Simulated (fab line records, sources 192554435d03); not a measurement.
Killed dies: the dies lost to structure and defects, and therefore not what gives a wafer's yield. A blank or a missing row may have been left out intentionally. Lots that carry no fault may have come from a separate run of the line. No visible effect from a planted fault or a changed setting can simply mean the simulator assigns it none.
Comparing a struck lot with a sound one ; flow n5-finfet ; 15 steps out of a route of 1938
Sound: these wafers, L124.3, L124.5, L124.6. Struck: wafer L141.1. (L141.6 of the same lot was not struck and is left out.) The cause comes at the end.
Order at every step that has rows: each side's tool, ch and its chambers, its first start. Under that, the readings that differ: sound wafers ; struck wafers ; difference of the means ; sigmas: that difference in standard deviations of wafers without a fault.
alike: a reading whose means differ by less than 2 such deviations, as well as words and numbers matching on both sides. not compared: withheld readings; readings where some wafer has no value; bounds like >300 that might hide an equal value; numbers whose values overlap and for which the record gives no deviation.
Wherever a step has rows on one side only, a row that says differs or no value, or a row with sigmas, the two part there. When numbers do not overlap yet have no deviation, they are printed without sigmas and do not part them. A reading missing from all wafers of one side parts the sides only when that side holds two or more wafers.

N5_BEOL_M15_OVL_MEAS_11:
  sound on overlay-02 ch 0, day 12 05:13; struck on overlay-02 ch 0, day 16 01:26
  alike: V14_OVL
N5_BEOL_M15_INSPECT_12: inspects for defects (macro).
  sound on defect-inspect-01, day 12 05:15; struck on defect-inspect-01, day 16 01:27
  alike: raw-defect-count
N5_BEOL_M15_DESCUM_15: chemistry O2, time 7.9 s.
  sound on rie-diel-03 ch 0,1,2, day 12 05:22; struck on rie-diel-05 ch 0, day 16 01:34
reading;sound;struck;difference;sigmas
drypump-motor-current-A (A);5.6 4.8 5.4;6.4;+1.1;+2
  alike: oes-product-au, rf-vpp-V, showerhead-plenum-p-Torr, throttle-valve-pct
  not compared: rf-hours-counter-h
N5_BEOL_M15_ETCH_59: etches BARC in N2/H2, target depth 89 nm, overetch 26.7 nm, time 67.9 s.
  sound on rie-diel-03 ch 0,1,2, day 12 05:24; struck on rie-diel-05 ch 0, day 16 01:36
reading;sound;struck;difference;sigmas
drypump-motor-current-A (A);5.5 4.9 5.4;6.4;+1.1;+2
  alike: oes-product-au, rf-vpp-V, showerhead-plenum-p-Torr, throttle-valve-pct
  not compared: rf-hours-counter-h
N5_BEOL_M15_VIA_ETCH_16: etches SiO2 in C4F8/O2/Ar, target depth 1792.2 nm.
  sound on rie-diel-03 ch 0,1,2, day 12 05:27; struck on rie-diel-05 ch 0, day 16 01:39
reading;sound;struck;difference;sigmas
drypump-motor-current-A (A);5.6 4.9 5.4;6.4;+1.1;+2
  alike: oes-product-au, rf-vpp-V, showerhead-plenum-p-Torr, throttle-valve-pct
N5_BEOL_M15_STRIP_63: strips in O2.
  sound on rie-diel-03 ch 0,1,2; struck on rie-diel-05 ch 0
reading;sound;struck;difference;sigmas
drypump-motor-current-A (A);5.6 4.8 5.5;6.4;+1.1;+2
  alike: oes-product-au, rf-vpp-V, showerhead-plenum-p-Torr, throttle-valve-pct
  not compared: rf-hours-counter-h
N5_BEOL_M15_STRIP_64: strips in O2.
  sound on rie-diel-03 ch 0,1,2; struck on rie-diel-05 ch 0
reading;sound;struck;difference;sigmas
drypump-motor-current-A (A);5.5 4.8 5.4;6.5;+1.3;+3
  alike: oes-product-au, rf-vpp-V, showerhead-plenum-p-Torr, throttle-valve-pct
  not compared: rf-hours-counter-h
then, 2 steps without rows for these wafers: N5_BEOL_M15_STRIP_65 (strips in post etch residue remover, time 60 s); N5_BEOL_M15_SRD_66 (time 30 s, dry time 30 s).
N5_BEOL_M15_CD_MEAS_17: target cd 360 nm.
  sound on cd-sem-02, day 12 05:52; struck on cd-sem-02, day 16 02:04
  alike: cd-nm
then, 2 steps without rows for these wafers: N5_BEOL_M15_COAT_56 (time 60 s, resist thk 550 nm); N5_BEOL_M15_ETCH_57 (etches SOC in N2/H2, time 750 s).
N5_BEOL_M15_COAT_60: time 60 s, resist thk 89 nm.
  sound on litho-track-03 ch 0, day 12 06:44; struck on litho-track-05 ch 0, day 16 02:40
reading;sound;struck;difference;sigmas
heater-power-total-W (W);389.7 390.6 390.4;432.2;+42.0;+30
run-length-s (s);66.13 66.36 66.34;56.87;-9.41;-36
then, 1 step without rows for these wafers: N5_BEOL_M15_COAT_22 (resist thk 800 nm).
N5_PASSIVATION_PROBE_49:
  the record has rows for the sound wafers here (prober-02, day 13 01:27) and none for the struck ones

WHERE THEY PART
Last at N5_PASSIVATION_PROBE_49 as far as this record goes, first at N5_BEOL_M15_DESCUM_15.

WHY: the cause the simulator had injected
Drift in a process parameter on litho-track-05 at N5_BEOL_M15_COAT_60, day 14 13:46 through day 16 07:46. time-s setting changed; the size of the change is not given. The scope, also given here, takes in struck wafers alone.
